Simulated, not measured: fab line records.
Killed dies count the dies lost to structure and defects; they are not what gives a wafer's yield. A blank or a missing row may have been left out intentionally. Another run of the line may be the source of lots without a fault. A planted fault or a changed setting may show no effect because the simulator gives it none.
A lot that was struck, set against a sound lot || flow nand harc || 18 steps out of a route of 1159
Sound: these wafers, L965.2, L965.4, L965.6. Wafers struck: L957.1, L957.2, L957.5. At the end, the cause is stated.
At each step with rows: each side's tool, then ch and its chambers, then its first start. Under that, the readings that differ: sound wafers || struck wafers || difference of the means || sigmas: that difference in standard deviations of wafers without a fault.
alike: a reading whose means differ by less than 2 such deviations, as well as words and numbers matching on both sides. not compared: withheld readings; readings where some wafer has no value; bounds like >300 that might hide an equal value; numbers whose values overlap and for which the record gives no deviation.
The two part at a step that has a row with sigmas, a row that says differs or no value, or rows on one side only. When numbers do not overlap yet have no deviation, they are printed without sigmas and do not part them. Lack of a reading on every wafer of one side parts them only where that side has two or more wafers.

NHARC_A_CONTACT_ETCH_106: etches the open film in CF4/O2, target depth 60 nm, overetch 6 nm, time 33 s.
  sound on rie diel-11 ch 0,1,3, day 19 16:24; struck on rie diel-10 ch 0,3, day 19 07:16
  alike: drypump motor current A, oes product au, rf vpp V, showerhead plenum p Torr, throttle valve pct
  not compared: rf hours counter h
NHARC_A_CONTACT_STRIP_82: strips in O2.
  sound: rie diel-11 ch 0,1,3; struck: rie diel-10 ch 0,2,3
  alike: drypump motor current A, oes product au, rf vpp V, showerhead plenum p Torr, throttle valve pct
  not compared: rf hours counter h
then, 1 step without rows for these wafers: NHARC_A_CONTACT_STRIP_83 (strips in post etch residue remover, time 600 s).
NHARC_A_CONTACT_DEP_84: deposits aC, target thk 2000 nm.
  sound on acl dep-03 ch 0, day 19 17:15; struck on acl dep-01 ch 0, day 19 08:32
  alike: throttle valve pct
NHARC_A_CONTACT_DEP_85: deposits SiON, target thk 50 nm.
  sound on pecvd-01 ch 0,2, day 19 18:18; struck on pecvd-04 ch 0,2, day 19 09:47
  alike: heater power w
then, 7 steps without rows for these wafers: NHARC_A_CONTACT_DEHYDRATE_00 (time 120 s); NHARC_A_CONTACT_HMDS_01 (time 30 s); NHARC_A_CONTACT_COAT_86 (time 75 s); NHARC_A_CONTACT_COAT_87 (time 65 s); NHARC_A_CONTACT_COAT_02 (resist thk 90 nm); NHARC_A_CONTACT_SOFTBAKE_03 (time 55 s); NHARC_A_CONTACT_EBR_04.
NHARC_A_CONTACT_EXPOSE_05: exposes mask A CC.
  sound on arfi scanner-01 ch 0, day 19 18:46; struck on arfi scanner-03 ch 0, day 19 10:24
{"reading": "exposure dose mJ cm2", "sound": "84.25 84.11 84.14", "struck": "61.48 61.66 61.56", "difference": -22.60, "sigmas": "-99 or more"}
  alike: mask, focus offset nm, stage vel mm s
then, 2 steps without rows for these wafers: NHARC_A_CONTACT_PEB_06 (peb time 65 s); NHARC_A_CONTACT_DEVELOP_07 (develop time 35 s).
NHARC_A_CONTACT_CD_MEAS_08 targets a cd of 100 nm.
  sound on cd sem-03 ch 0, day 19 18:55; struck on cd sem-01 ch 0
{"reading": "cd nm (nm)", "sound": "100.1 100.3 100.4", "struck": "82.2 81.4 82.2", "difference": -18.3, "sigmas": -36}
  not compared: hold
NHARC_A_CONTACT_OVL_MEAS_09:
  sound on overlay-01, day 19 19:00; struck on overlay-01, day 19 11:43
{"reading": "hold", "sound": "- - -", "struck": "await dispo/0.9h/release await dispo/0.9h/release await dispo/0.9h/release", "difference": "no value on the sound wafers", "sigmas": ""}
  alike: overlay x nm, overlay y nm
-- jump in the record: it breaks off in module A_CONTACT and resumes in module END (first step shown: number 1159 of the route), and 2 days separate the struck wafers' starts before and after --
NHARC_END_SORT_01:
  sound on prober-02 ch 0, day 22 07:47; struck on prober-01 ch 0, day 21 15:18
  alike: killed at array, killed at other, killed at periphery, killed dies, killed open, killed short

WHERE THEY PART
First at NHARC_A_CONTACT_EXPOSE_05; last, within this record, at NHARC_A_CONTACT_OVL_MEAS_09. Later steps at which nothing parts them and some readings are alike: NHARC_END_SORT_01.

WHY: what had been put in by the simulator
Process parameters drifting: arfi scanner-03 at NHARC_A_CONTACT_EXPOSE_05, beginning at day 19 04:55. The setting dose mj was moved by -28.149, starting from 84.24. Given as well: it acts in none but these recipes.
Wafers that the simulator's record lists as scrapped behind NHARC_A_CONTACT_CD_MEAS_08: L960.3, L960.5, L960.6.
